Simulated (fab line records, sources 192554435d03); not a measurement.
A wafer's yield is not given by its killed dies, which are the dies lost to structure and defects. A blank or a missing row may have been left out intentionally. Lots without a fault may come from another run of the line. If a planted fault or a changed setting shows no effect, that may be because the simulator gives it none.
Chamber matching | flow n5Finfet | N5_DUMMY_GATE_ETCH_37 on rieDiel-05: 4 sister chambers
The step etches SOC in N2/H2, target depth 60 nm, overetch 30 nm. 4 wafers are shown with their chamber, then 10 later ones without.

== WAFERS WITH THEIR CHAMBER ==
wafer  | chamber | showerheadPlenumPTorr (Torr)
L082.1 | 1       | 2.55
L082.3 | 3       | 2.71
L084.2 | 2       | 2.47
L084.3 | 0       | 2.43

== WAFERS WHOSE CHAMBER IS MISSING ==
wafer  | showerheadPlenumPTorr (Torr)
L084.5 | 2.43
L085.2 | 2.47
L085.3 | 2.55
L085.4 | 2.43
L087.1 | 2.47
L087.3 | 2.55
L087.6 | 2.71
L096.1 | 2.46
L096.2 | 2.43
L096.4 | 2.54

== EACH ONE'S CHAMBER ==
wafer  | from the rows above | in truth
L084.5 | 0                   | 0
L085.2 | 2                   | 2
L085.3 | 1                   | 1
L085.4 | 0                   | 0
L087.1 | 2                   | 2
L087.3 | 1                   | 1
L087.6 | 3                   | 3
L096.1 | 2                   | 2
L096.2 | 0                   | 0
L096.4 | 1                   | 1
Correct placement for 10 of the 10. Number that these rows cannot place: 0. 0 placed wrongly.
How it was worked out, from the rows above alone: a wafer's distance from a chamber is the root of the sum, over the readings, of the square of ((its reading less the chamber's mean) divided by the reading's scatter). The wafer belongs to the nearest chamber; if the next one is less than 2 further off, it can't be placed. Each chamber's mean is taken over the wafers shown for it. The scatter: with one shown wafer a chamber, the root of the mean of the squares of how far each hidden wafer lies from its nearest shown one.
